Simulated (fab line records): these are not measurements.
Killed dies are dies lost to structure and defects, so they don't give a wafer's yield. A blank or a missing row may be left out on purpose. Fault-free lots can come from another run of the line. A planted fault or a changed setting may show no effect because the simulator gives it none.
Chamber matching | flow n5 finfet | N5_BEOL_M5_ETCH_62 on rie diel-02: 4 sister chambers
The step etches SOC in N2/H2, target depth 75 nm, overetch 15 nm, time 112.5 s. 4 wafers are shown with their chamber, then 11 later ones without.

== WAFERS WITH THEIR CHAMBER ==
wafer  | chamber | drypump motor current A (A)
L090.5 | 3       | 4.7
L091.3 | 1       | 6.4
L091.4 | 0       | 5.8
L092.2 | 2       | 6.1

== WAFERS MISSING THEIR CHAMBER ==
wafer  | drypump motor current A (A)
L092.4 | 6.4
L092.5 | 5.8
L093.2 | 6.1
L093.3 | 5.8
L093.4 | 6.4
L094.2 | 6.2
L094.4 | 6.4
L094.5 | 6.1
L095.1 | 6.1
L095.3 | 6.4
L095.6 | 6.1

== CHAMBER TAKEN BY EACH ==
wafer  | from the rows above | in truth
L092.4 | 1                   | 1
L092.5 | 0                   | 0
L093.2 | 2                   | 2
L093.3 | 0                   | 0
L093.4 | 1                   | 1
L094.2 | 2                   | 2
L094.4 | 1                   | 1
L094.5 | 2                   | 2
L095.1 | 2                   | 2
L095.3 | 1                   | 1
L095.6 | 2                   | 2
Correct placement for 11 of the 11. Not placeable from these rows: 0. Placed wrongly: 0.
How it was worked out, from the rows above alone: a wafer's distance from a chamber is the root of the sum, over the readings, of the square of ((its reading less the chamber's mean) divided by the reading's scatter). The wafer belongs to the nearest chamber; if the next one is less than 2 further off, it can't be placed. The mean given for a chamber averages the wafers shown for that chamber. The scatter: root of mean squared gap, hidden wafer to nearest shown wafer, with one shown wafer a chamber.
